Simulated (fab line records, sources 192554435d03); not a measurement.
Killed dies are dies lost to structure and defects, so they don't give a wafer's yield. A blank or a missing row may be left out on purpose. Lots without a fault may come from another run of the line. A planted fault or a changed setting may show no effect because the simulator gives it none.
One fault seen from 2 desks | flow n5_finfet | each desk has only its own numbers; what lay behind them comes last

THE METROLOGY DESK
What the gauges read, lot by lot, whatever tool the lot ran on: means of the sampled wafers that have a number. A lot is out of limits, marked OUT, if its mean lies more than 4 standard deviations from the usual mean; the brackets give that distance.
Columns: A = M15_THK at N5_BEOL_M15_THK_MEAS_50, usual 893 nm; B = M15_RS at N5_BEOL_M15_RS_MEAS_54, usual 0.0216 ohm/sq
lot  | first seen here | A   | B
L846 | day 12 04:57    | 866 | 0.0222
L848 | day 12 20:12    | 893 | 0.0217
L854 | day 14 14:50    | 898 | 0.0216
L853 | day 14 18:05    | 868 | 0.0221
L861 | day 15 23:19    | 882 | 0.0220
L859 | day 16 02:22    | 917 | 0.0211
L862 | day 16 15:27    | 900 | 0.0212
This desk's finding: nothing out of limits on any of the 7 lots.

THE TOOL OWNER'S DESK: pecvd-01
The tool's own readings at N5_BEOL_M15_DEP_53 (deposits SiCN from 3MS/NH3, target thk 50 nm, time 17.8 s): means of the sampled wafers that have a number, for each lot that ran on this tool. A lot is out of limits, marked OUT, if its mean lies more than 4 standard deviations from the usual mean; the brackets give that distance.
Columns: A = showerhead_plenum_p_Torr at N5_BEOL_M15_DEP_53, usual 4.163 Torr; B = throttle_valve_pct at N5_BEOL_M15_DEP_53, usual 17.8 %
lot  | first seen here | A     | B
L846 | day 12 05:01    | 4.159 | 18.8
L854 | day 14 14:54    | 4.167 | 18.0
L853 | day 14 18:09    | 4.157 | 17.8
L859 | day 16 02:26    | 4.166 | 17.5
This desk's finding: nothing out of limits on any of the 4 lots.

PUT TOGETHER
The metrology desk saw nothing out of limits.
The tool owner's desk saw nothing out of limits.

WHAT THE SIMULATOR HAD PUT IN
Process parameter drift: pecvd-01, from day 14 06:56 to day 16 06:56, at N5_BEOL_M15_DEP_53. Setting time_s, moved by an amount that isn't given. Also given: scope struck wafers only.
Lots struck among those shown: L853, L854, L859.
